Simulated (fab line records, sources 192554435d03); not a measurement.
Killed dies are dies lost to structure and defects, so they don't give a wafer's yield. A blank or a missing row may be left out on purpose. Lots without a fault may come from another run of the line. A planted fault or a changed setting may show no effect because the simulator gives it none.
fab line records | flow n5_finfet
record lots=6 wafers=18 last_day=18
route steps=1938 shown BEOL_M0_SAQP@651 BEOL_M4@1111
lots that met no fault: from a run of the same line without faults
start_h: hours from the record's first day to the start of the lot's first wafer shown | wait_h: hours since the lot's step before | " the same as in the row above | L1.1+2: a row that stands for several wafers | - no value, or no start given | * or withheld: withheld | < > ~ a bound
route shown NAME@n: a module of which the file shows steps, and the number in the route of the first | usual: mean/standard deviation of fault-free wafers | same: alike in all rows | chamber/n: place in a boat | sites: the reading at each site | _std_site: their standard deviation | _edge_site: outer sites' mean less inner sites' | radius_mm: how far each site lies from the wafer's centre | mask NAME#n: copy n | behind: the tool/chamber that last shaped the wafer | hold: why the lot was held/for how many hours/how that ended | device: the transistor (n, p or np) that didn't switch | end of line: the same wafers' tests at the end of the route | a step without rows: its recipe alone | killed: dies lost to structure and defects at the first sort, not the wafer's yield | map: a wafer's dies, x killed, . not, _ none there
set.NAME: the setting as run; set.NAME@STEP: as run at that earlier step | model.NAME: the simulator's own value behind a step, which no gauge read
lots at some steps of the route; a table a step, a row a wafer
services: from which hour (start_h, from the record's first day; less than 0 if before it) a tool's chamber was out of use, for how many hours, and why
## steps
# step N5_BEOL_M0_SAQP_INSPECT_16
# recipe mode=adi inspect_instrument=brightfield
# usual raw_defect_count=473/120
# columns lot.wafer tool chamber start_h wait_h raw_defect_count
L978.1 defect_inspect-02 - 120.28 0.0 497
L978.2 " - " " 429
L978.6 " - " " 420
L986.2 defect_inspect-01 - 170.09 0.0 569
L986.3 " - " " 365
L986.5 " - " " 602
L987.4 defect_inspect-02 - 175.68 0.0 296
L987.5 " - " " 315
L987.6 " - " " 509
L990.1 defect_inspect-02 - 197.98 0.0 509
L990.2 " - " " 618
L990.6 " - " " 524
L995.1 defect_inspect-01 - 226.32 0.0 564
L995.3 " - " " 601
L995.5 " - " " 443
L999.1 defect_inspect-02 - 253.68 0.0 391
L999.3 " - " " 424
L999.4 " - " " 378
# step N5_BEOL_M0_SAQP_DESCUM_19
# recipe chemistry=O2 time_s=7.9 source_power_w=50 bias_power_w=20 pressure_mtorr=20 rf_frequency_hz=2.712e+07 temp_c=40 resist=CAR-ArF o2_flow_sccm=225
# usual drypump_motor_current_A=5.9/0.33 oes_product_au=0.78/0.092 rf_vpp_V=242.6/1.6 showerhead_plenum_p_Torr=2.05/0.081 throttle_valve_pct=20.37/0.21
# columns lot.wafer tool chamber start_h wait_h drypump_motor_current_A oes_product_au rf_hours_counter_h rf_vpp_V showerhead_plenum_p_Torr throttle_valve_pct
L978.1 rie_diel-06 3 120.34 0.1 6.0 0.79 108 243.2 2.04 20.53
L978.2 " 0 " " 5.5 0.70 212 240.6 1.98 20.46
L978.6 " 2 " " 5.9 0.68 - 243.5 2.12 20.27
L986.2 rie_diel-04 3 170.12 0.0 5.7 0.79 111 239.9 1.95 20.22
L986.3 " 1 " " 6.2 0.75 164 244.5 2.19 20.36
L986.5 " 3 " " 5.6 0.79 - 241.1 1.95 20.24
L987.4 rie_diel-04 2 175.71 0.0 6.0 0.69 246 244.3 2.13 20.66
L987.5 " 0 " " 5.5 0.75 - 242.4 1.98 20.00
L987.6 " 1 " " 6.2 0.74 - 244.9 2.19 20.35
L990.1 rie_diel-04 1 198.02 0.0 6.2 0.74 175 246.0 2.18 20.37
L990.2 " 0 " " 5.4 0.74 173 242.1 1.97 20.01
L990.6 " 0 " " 5.4 0.75 - 241.9 1.97 20.01
L995.1 rie_diel-03 0 226.91 0.6 5.8 0.85 51 243.8 2.12 20.61
L995.3 " 1 " " 5.6 0.72 203 242.0 1.99 20.81
L995.5 " 2 " " 6.5 0.96 - 241.7 2.08 20.10
L999.1 rie_diel-04 1 253.90 0.2 6.2 0.72 193 244.2 2.18 20.40
L999.3 " 3 " " 5.6 0.76 142 239.7 1.94 20.28
L999.4 " 2 " " 6.1 0.92 - 244.2 2.13 20.27
# step N5_BEOL_M0_SAQP_ETCH_83
# recipe chemistry=CF4 target=SiARC target_depth_a=390 mask_material=CAR-ArF time_s=65 ion_energy_ev=80 pressure_mtorr=40 source_w=545 bias_w=36 Ar_flow_sccm=100 cf4_flow_sccm=100 ends=cleared
# usual bias_w=35.98/0.1 drypump_motor_current_A=5.9/0.33 etch_rf_on_time_s=65.4/2.4 mfc_ar_sccm=100.00/0.28 oes_product_au=0.66/0.079 rf_vpp_V=183.6/1.3 showerhead_plenum_p_Torr=2.11/0.079 throttle_valve_pct=15.58/0.2
# columns lot.wafer tool chamber start_h wait_h bias_w drypump_motor_current_A etch_rf_on_time_s mfc_ar_sccm oes_product_au rf_hours_counter_h rf_vpp_V showerhead_plenum_p_Torr throttle_valve_pct
L978.1 rie_diel-06 3 120.37 0.0 36.08 6.0 63.3 100.03 0.68 108 183.1 2.09 15.68
L978.2 " 0 " " 36.04 5.4 64.7 100.20 0.60 212 183.1 2.04 15.78
L978.6 " 2 " " 35.93 5.9 67.0 99.59 0.58 - 184.6 2.20 15.69
L986.2 rie_diel-04 3 170.16 0.0 35.94 5.6 64.7 100.48 0.67 111 183.1 2.00 15.32
L986.3 " 1 " " 35.92 6.2 70.0 99.93 0.61 164 185.4 2.22 15.50
L986.5 " 3 " " 36.02 5.7 64.0 100.10 0.68 - 184.3 2.00 15.34
L987.4 rie_diel-04 2 175.75 0.0 36.21 6.1 67.1 99.57 0.58 246 183.8 2.20 15.95
L987.5 " 0 " " 35.94 5.4 65.6 100.20 0.64 - 183.0 2.05 15.45
L987.6 " 1 " " 35.95 6.2 70.5 100.61 0.61 - 184.3 2.22 15.50
L990.1 rie_diel-04 1 198.05 0.0 35.79 6.2 70.6 99.85 0.61 175 186.2 2.22 15.51
L990.2 " 0 " " 35.95 5.4 65.5 99.72 0.64 173 181.0 2.05 15.46
L990.6 " 0 " " 36.06 5.4 65.8 100.01 0.63 - 182.8 2.05 15.46
L995.1 rie_diel-03 0 226.95 0.0 35.96 5.8 61.1 100.39 0.75 51 184.5 2.18 15.75
L995.3 " 1 " " 35.95 5.6 63.3 100.03 0.62 203 182.6 2.05 15.92
L995.5 " 2 " " 35.98 6.6 63.9 100.03 0.82 - 183.3 2.11 15.13
L999.1 rie_diel-04 1 253.93 0.0 36.07 6.2 71.2 99.72 0.59 193 184.6 2.21 15.52
L999.3 " 3 " " 36.29 5.6 64.5 100.26 0.66 142 181.7 1.99 15.39
L999.4 " 2 " " 35.96 6.1 66.6 99.56 0.77 - 185.6 2.19 15.50
# step N5_BEOL_M0_SAQP_ETCH_84
# recipe chemistry=N2/H2 target=SOC target_depth_a=1000 overetch_a=200 mask_material=SiARC temp_c=40 time_s=150 ion_energy_ev=200 pressure_mtorr=30 source_w=840 bias_w=150 n2_flow_sccm=200 h2_flow_sccm=200
# step N5_BEOL_M0_SAQP_STRIP_80
# recipe chemistry=N2/H2 temp_c=40 n2_flow_sccm=200 h2_flow_sccm=200 rf_frequency_hz=6e+07
# step N5_BEOL_M0_SAQP_HM_OPEN_112
# recipe chemistry=CHF3/O2 target=SiO2 stop_on=a-Si target_depth_a=120 over_etch_frac=1.25 mask_material=SOC time_s=13.5 pressure_mtorr=30 source_w=650 bias_w=170 Ar_flow_sccm=200 CHF3_flow_sccm=50 O2_flow_sccm=5 ion_energy_ev=200 ends=end_point
# usual bias_w=170.0/0.47 drypump_motor_current_A=5.9/0.33 mfc_ar_sccm=200.0/0.59 oes_f_703_au=0.77/0.096 oes_product_au=0.51/0.056 rf_vpp_V=521/16 showerhead_plenum_p_Torr=2.38/0.093 throttle_valve_pct=18.84/0.2
# columns lot.wafer tool chamber start_h wait_h bias_w drypump_motor_current_A mfc_ar_sccm oes_f_703_au oes_product_au rf_hours_counter_h rf_vpp_V showerhead_plenum_p_Torr throttle_valve_pct
L978.1 rie_diel-06 3 120.53 0.0 170.2 5.9 199.5 0.81 0.52 108 497 2.36 18.98
L978.2 " 0 " " 169.6 5.5 199.5 0.72 0.46 212 516 2.30 18.95
L978.6 " 2 " " 169.9 5.9 200.8 0.65 0.46 - 541 2.48 18.90
L986.2 rie_diel-04 3 170.32 0.0 170.8 5.6 200.5 0.79 0.53 111 516 2.25 18.60
L986.3 " 1 " " 170.3 6.2 200.5 0.69 0.49 164 523 2.51 18.73
L986.5 " 3 " " 169.6 5.6 200.1 0.80 0.53 - 515 2.25 18.62
L987.4 rie_diel-04 2 175.90 0.0 169.9 6.1 200.7 0.64 0.46 246 555 2.51 19.34
L987.5 " 0 " " 170.3 5.4 199.0 0.74 0.50 - 519 2.31 18.62
L987.6 " 1 " " 170.1 6.2 200.0 0.69 0.49 - 525 2.51 18.74
L990.1 rie_diel-04 1 198.21 0.0 169.7 6.2 199.7 0.69 0.48 175 523 2.51 18.77
L990.2 " 0 " " 169.4 5.4 200.0 0.74 0.50 173 518 2.31 18.64
L990.6 " 0 " " 169.6 5.4 200.4 0.74 0.49 - 519 2.31 18.65
L995.1 rie_diel-03 0 227.10 0.0 170.4 5.8 200.2 0.90 0.55 51 509 2.43 18.90
L995.3 " 1 " " 169.9 5.6 199.5 0.76 0.48 203 513 2.29 19.06
L995.5 " 2 " " 171.1 6.5 199.7 0.98 0.62 - 509 2.37 18.35
L999.1 rie_diel-04 1 254.09 0.0 170.4 6.2 199.9 0.67 0.47 193 525 2.50 18.79
L999.3 " 3 " " 170.0 5.6 200.8 0.77 0.50 142 515 2.24 18.66
L999.4 " 2 " " 169.4 6.1 199.1 0.85 0.60 - 557 2.50 18.94
# step N5_BEOL_M0_SAQP_STRIP_113
# recipe chemistry=CHF3/O2 resist=SiARC rf_frequency_hz=6e+07
# step N5_BEOL_M0_SAQP_MANDREL_ETCH_20
# recipe target_depth_a=600 chemistry=HBr/Cl2 target=a-Si stop_on=SiNx bt_time_s=10 mask_material=SOC over_etch_frac=0.5 time_s=30 pressure_mtorr=10 icp_w=800 bias_w=75 HBr_flow_sccm=150 Cl2_flow_sccm=80 ends=end_point
# step N5_BEOL_M0_SAQP_STRIP_86
# recipe chemistry=N2/H2 power_w=500 temp_c=40 pressure_mtorr=50 rf_frequency_hz=6e+07 overash_fraction=0.3 bias_power_w=28 h2_frac=0.5 n2_flow_sccm=300 h2_flow_sccm=300
# usual drypump_motor_current_A=5.9/0.33 oes_product_au=0.79/0.096 rf_vpp_V=121.3/1.6 showerhead_plenum_p_Torr=3.29/0.12 throttle_valve_pct=18.8/0.36
# columns lot.wafer tool chamber start_h wait_h drypump_motor_current_A oes_product_au rf_hours_counter_h rf_vpp_V showerhead_plenum_p_Torr throttle_valve_pct
L978.1 rie_diel-06 1 120.71 0.1 6.2 0.95 9 120.8 3.30 18.9
L978.2 " 2 " " 5.9 0.68 227 121.1 3.46 18.9
L978.6 " 2 " " 5.9 0.68 - 123.7 3.46 18.9
L986.2 rie_diel-03 0 170.51 0.1 5.8 0.88 30 119.7 3.41 19.4
L986.3 " 3 " " 5.5 0.70 232 120.0 3.18 18.9
L986.5 " 3 " " 5.5 0.71 - 121.6 3.18 18.8
L987.4 rie_diel-06 0 176.09 0.1 5.5 0.69 228 119.4 3.17 19.2
L987.5 " 2 " " 5.9 0.68 - 121.0 3.45 18.9
L987.6 " 1 " " 6.2 0.91 - 121.9 3.30 19.0
L990.1 rie_diel-03 0 198.39 0.1 5.9 0.87 40 122.0 3.41 19.4
L990.2 " 1 " " 5.6 0.73 196 123.1 3.19 19.1
L990.6 " 3 " " 5.6 0.70 - 121.1 3.17 18.9
L995.1 rie_diel-03 1 227.29 0.1 5.7 0.72 204 121.6 3.19 19.1
L995.3 " 2 " " 6.6 0.94 8 124.8 3.27 17.9
L995.5 " 0 " " 5.8 0.85 - 121.7 3.40 19.4
L999.1 rie_diel-03 0 254.27 0.1 5.9 0.82 61 121.2 3.40 19.5
L999.3 " 3 " " 5.5 0.94 3 124.6 3.57 18.4
L999.4 " 1 " " 5.6 0.72 213 123.5 3.18 19.1
# step N5_BEOL_M0_SAQP_STRIP_115
# recipe chemistry=post_etch_residue_remover time_s=60 temp_c=25 remover_ph=withheld remover_water_wt_pct=withheld remover_fluoride_wt_pct=withheld
# step N5_BEOL_M0_SAQP_SRD_93
# recipe dry=ipa_marangoni time_s=30 temp_c=23 rinse_liquid=diw
# step N5_BEOL_M0_SAQP_RECESS_114
# recipe chemistry=HF/NH3 target=SiO2 target_depth_a=144 afs_cycles=3 temp_c=30 sublimation_temp_c=180 sublimation_time_s=60
# step N5_BEOL_M0_SAQP_SPACER1_ALD_98
# recipe material=SiO2 target_thk_a=128 temp_c=300 ald_precursor_family=BDEAS ald_co_reactant=O2-plasma pulse_time_s=1 purge_time_s=2 co_reactant_purge_time_s=2 ald_cycles=138 pressure_torr=2
# usual chamber_pressure_Torr=2.000/0.0045 heater_power_w=460/39 precursor_pulse_height_rel=1.002/0.018 susceptor_temp_C=299.98/0.18
# same ald_cycles=138
# columns lot.wafer tool chamber start_h wait_h chamber_pressure_Torr heater_power_w precursor_pulse_height_rel susceptor_temp_C
L978.1 ald_sin-04 3 121.56 0.6 1.997 534 1.012 299.96
L978.2 " 2 " " 2.000 489 0.957 300.54
L978.6 " 2 " " 2.003 509 0.993 299.99
L986.2 ald_sin-01 3 172.27 1.5 1.996 497 1.016 315.73
L986.3 " 0 " " 1.990 480 1.025 315.56
L986.5 " 0 " " 2.003 473 1.043 315.90
L987.4 ald_sin-01 1 177.60 1.1 1.998 575 0.986 315.73
L987.5 " 2 " " 2.000 527 1.017 315.88
L987.6 " 3 " " 1.992 487 0.985 315.72
L990.1 ald_sin-04 0 198.90 0.3 1.995 410 1.013 299.76
L990.2 " 3 " " 2.006 551 1.024 299.96
L990.6 " 1 " " 1.997 440 1.003 300.18
L995.1 ald_sin-04 0 229.09 1.5 2.000 417 1.009 300.01
L995.3 " 1 " " 2.005 452 0.986 300.39
L995.5 " 1 " " 2.006 435 1.000 300.10
L999.1 ald_sin-01 2 254.79 0.3 2.004 472 0.980 300.00
L999.3 " 3 " " 2.003 430 0.991 300.10
L999.4 " 0 " " 1.999 428 1.010 299.85
# step N5_BEOL_M0_SAQP_SPACER1_ETCHBACK_99
# recipe chemistry=CHF3/O2 mode=anisotropic_etchback target=SiO2 target_depth_a=154 time_s=7.7 pressure_mtorr=30 source_w=650 bias_w=170 Ar_flow_sccm=200 CHF3_flow_sccm=50 O2_flow_sccm=5 ion_energy_ev=200
# usual bias_w=170.0/0.55 drypump_motor_current_A=5.8/0.32 mfc_ar_sccm=200.0/0.57 oes_f_703_au=0.77/0.089 oes_product_au=0.77/0.083 rf_vpp_V=518/14 showerhead_plenum_p_Torr=2.37/0.084 throttle_valve_pct=18.94/0.18
# columns lot.wafer tool chamber start_h wait_h bias_w drypump_motor_current_A mfc_ar_sccm oes_f_703_au oes_product_au rf_hours_counter_h rf_vpp_V showerhead_plenum_p_Torr throttle_valve_pct
L978.1 rie_diel-03 1 122.17 0.4 170.5 5.6 199.4 0.79 0.76 172 512 2.30 19.10
L978.2 " 2 " " 169.3 6.6 199.6 0.72 0.69 234 509 2.38 18.80
L978.6 " 0 " " 171.1 5.9 199.8 0.96 0.92 - 511 2.44 18.91
L986.2 rie_diel-06 0 172.88 0.4 169.1 5.5 199.9 0.72 0.70 227 515 2.29 19.05
L986.3 " 1 " " 169.2 6.2 198.8 0.91 0.91 24 515 2.38 19.02
L986.5 " 1 " " 169.3 6.2 200.7 0.91 0.92 - 517 2.38 19.02
L987.4 rie_diel-04 0 178.07 0.3 169.1 5.4 199.4 0.74 0.75 165 519 2.31 18.70
L987.5 " 0 " " 170.3 5.4 199.1 0.74 0.74 - 519 2.31 18.72
L987.6 " 3 " " 170.2 5.6 201.0 0.80 0.79 - 516 2.25 18.69
L990.1 rie_diel-06 3 199.38 0.3 169.9 6.0 199.8 0.79 0.76 131 499 2.35 19.07
L990.2 " 2 " " 170.4 5.9 200.7 0.64 0.67 247 541 2.47 19.01
L990.6 " 0 " " 169.3 5.4 199.5 0.71 0.68 - 514 2.29 19.06
L995.1 rie_diel-04 3 229.57 0.3 169.4 5.6 200.0 0.79 0.77 133 515 2.24 18.72
L995.3 " 0 " " 169.2 5.4 200.0 0.73 0.74 181 518 2.30 18.71
L995.5 " 2 " " 169.4 6.0 199.5 0.88 0.96 - 557 2.50 19.01
L999.1 rie_diel-06 2 255.26 0.3 169.5 5.9 199.9 0.86 0.91 11 541 2.46 18.64
L999.3 " 3 " " 169.4 6.0 200.9 0.76 0.74 152 499 2.34 19.10
L999.4 " 2 " " 170.1 5.9 200.2 0.86 0.92 - 540 2.46 18.62
# step N5_BEOL_M0_SAQP_MANDREL1_REMOVE_100
# recipe chemistry=HBr/Cl2/O2 bt_time_s=10 target=a-Si stop_on=SiNx endpoint=OES-SiCl over_etch_frac=0.85 icp_w=600 bias_w=30 HBr_flow_sccm=150 Cl2_flow_sccm=80 O2_flow_sccm=5 pressure_mtorr=10
# usual bias_w=30.01/0.097 drypump_motor_current_A=5.9/0.49 oes_product_au=1.007/0.013 throttle_valve_pct=36.9/0.48
# columns lot.wafer tool chamber start_h wait_h bias_w drypump_motor_current_A oes_product_au rf_hours_counter_h throttle_valve_pct model.BEOL_M0_SAQP.cd_nm
L978.1 rie_si-06 3 122.26 0.1 29.88 5.0 1.016 5 36.4 12.8
L978.2 " 1 " " 29.93 5.9 0.995 130 36.2 12.8
L978.6 " 1 " " 30.01 5.9 0.980 - 36.2 13
L986.2 rie_si-04 0 172.97 0.1 29.93 5.5 1.012 88 37.9 12.6
L986.3 " 2 " " 29.86 5.5 1.006 142 37.1 12.2
L986.5 " 2 " " 29.79 5.5 1.010 - 37.1 12.4
L987.4 rie_si-06 3 178.16 0.1 30.18 5.0 1.030 6 36.4 12.6
L987.5 " 0 " " 30.03 6.4 1.006 - 36.5 12.6
L987.6 " 1 " " 30.01 6.0 0.995 - 36.3 12.6
L990.1 rie_si-04 2 199.47 0.1 29.99 5.5 1.023 142 37.1 12.6
L990.2 " 1 " " 30.06 5.7 1.004 181 37.5 12.6
L990.6 " 0 " " 30.07 5.6 1.019 - 37.9 12.6
L995.1 rie_si-04 1 229.65 0.1 29.97 5.7 1.007 182 37.5 12.6
L995.3 " 0 " " 30.02 5.5 1.000 89 37.8 12.8
L995.5 " 1 " " 29.89 5.7 1.005 - 37.5 12.8
L999.1 rie_si-01 2 255.36 0.1 30.06 6.0 0.988 11 37.2 12.8
L999.3 " 1 " " 30.17 6.7 1.007 149 36.9 12.8
L999.4 " 3 " " 30.00 6.4 1.030 130 36.9 12.8
# step N5_BEOL_M0_SAQP_CD_MEAS_25
# recipe target_cd_nm=13.1 landing_energy_ev=1000 detector=se_inlens
# usual cd_nm=12.79/0.27
# columns lot.wafer tool chamber start_h wait_h cd_nm
L978.1 cd_sem-03 0 122.37 0.1 12.70
L978.2 " 0 " " 12.76
L978.6 " 0 " " 12.75
L986.2 cd_sem-01 0 173.08 0.1 12.70
L986.3 " 0 " " 12.53
L986.5 " 0 " " 12.37
L987.4 cd_sem-01 0 178.27 0.1 13.09
L987.5 " 0 " " 12.46
L987.6 " 0 " " 12.47
L990.1 cd_sem-01 0 199.58 0.1 12.51
L990.2 " 0 " " 12.64
L990.6 " 0 " " 12.67
L995.1 cd_sem-02 0 229.76 0.1 12.52
L995.3 " 0 " " 12.86
L995.5 " 0 " " 12.90
L999.1 cd_sem-02 0 255.47 0.1 12.83
L999.3 " 0 " " 12.76
L999.4 " 0 " " 12.98
# step N5_BEOL_M4_RC_MEAS_101
# usual DIBL_N=37.4/2.1 DIBL_P=37.8/2.5 IOFF_N=0.19/0.045 IOFF_P=0.24/0.05 ION_N=682/16 ION_P=467/11 SS_N=71.9/0.67 SS_P=73.6/0.76 VT_N=247/3.6 VT_P=-248/3.6
# columns lot.wafer tool chamber start_h wait_h DIBL_N[mV/V] DIBL_P[mV/V] IOFF_N[nA/um] IOFF_P[nA/um] ION_N[uA/um] ION_P[uA/um] SS_N[mV/dec] SS_P[mV/dec] VT_N[mV] VT_P[mV]
L978.1 prober-02 0 185.04 0.0 37.3 35.2 0.18 0.21 694 471 70.8 73.0 247 -250
L978.2 " 0 " " 41.5 41.1 0.28 0.34 688 470 72.9 74.8 241 -244
L978.6 " 0 " " 40.4 39.2 0.27 0.28 711 475 72.1 73.7 242 -247
L986.2 prober-01 0 232.00 0.2 40.7 40.8 0.25 0.30 703 470 73.0 74.4 242 -244
L986.3 " 0 " " 38.9 39.9 0.24 0.29 713 481 72.3 74.1 243 -247
L986.5 " 0 " " 39.6 40.2 0.24 0.29 703 477 72.3 73.9 244 -244
L987.4 prober-01 0 238.09 0.5 37.3 37.1 0.19 0.25 698 483 71.3 73.1 245 -245
L987.5 " 0 " " 39.2 39.5 0.23 0.30 706 484 72.7 73.4 245 -243
L987.6 " 0 " " 36.7 37.0 0.19 0.24 703 478 71.7 73.2 242 -245
L990.1 prober-02 0 259.20 0.0 37.0 37.0 0.17 0.23 682 467 71.8 74.0 248 -247
L990.2 " 0 " " 39.7 39.3 0.22 0.28 692 475 72.1 73.8 246 -244
L990.6 " 0 " " 39.5 40.0 0.20 0.29 670 466 72.2 74.4 250 -247
L995.1 prober-01 0 292.34 0.0 36.4 34.8 0.14 0.20 664 463 71.1 72.9 253 -250
L995.3 " 0 " " 37.4 34.6 0.14 0.19 647 449 71.5 72.5 253 -252
L995.5 " 0 " " 35.5 33.2 0.12 0.17 652 445 70.9 72.1 255 -253
L999.1 prober-02 0 329.94 0.0 39.5 39.0 0.24 0.27 690 469 73.6 73.9 246 -248
L999.3 " 0 " " 34.4 33.8 0.12 0.18 667 463 71.6 72.9 252 -249
L999.4 " 0 " " 37.3 38.7 0.20 0.29 689 480 72.7 74.2 243 -243
## services
# columns tool chamber start_h hours kind
ald_sin-01 - 99.60 28.1 pm
rie_si-04 - 117.87 0.1 repair
rie_si-06 0 121.63 1.3 repair
rie_si-01 - 125.04 0.4 repair
rie_diel-04 - 136.74 2.8 pm
rie_diel-04 2 157.46 2.1 repair
ald_sin-01 - 163.46 6.0 pm
rie_si-04 2 165.82 3.8 repair
rie_si-06 0 169.02 5.9 repair
rie_diel-06 2 178.37 10.6 repair
ald_sin-01 2 186.19 5.7 repair
rie_diel-04 2 189.35 - clean
rie_si-06 1 196.96 37.9 repair
rie_diel-06 - 201.59 2.8 pm
rie_si-04 - 207.89 0.4 repair
rie_diel-04 0 209.83 5.8 repair
rie_si-06 3 210.34 3.1 repair
ald_sin-04 - 214.41 2.8 pm
rie_si-04 - 222.84 1.8 repair
ald_sin-04 2 229.00 3.1 repair
ald_sin-04 0 229.66 8.0 repair
ald_sin-01 0 248.39 4.8 repair
rie_diel-04 0 250.43 17.9 repair
rie_si-06 - 252.91 0.4 repair
## key
first_sign step=N5_BEOL_M0_SAQP_SPACER1_ALD_98 reading=susceptor_temp_C direction=up sigmas=90 usual=* struck=*
effect none on later readings
model_effect step=N5_BEOL_M0_SAQP_MANDREL1_REMOVE_100 value=BEOL_M0_SAQP.cd_nm without=12.77 struck=12.5
met_at N5_BEOL_M0_SAQP_SPACER1_ALD_98
struck_wafers L986.2,L986.3,L986.5,L987.4,L987.5,L987.6
fault kind=process_parameter_drift tool=ald_sin-01 chamber=- onset_h=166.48 steps=N5_BEOL_M0_SAQP_SPACER1_ALD_98 channel=temp_c offset=* shape=step end_h=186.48 acts_in=* stated=*
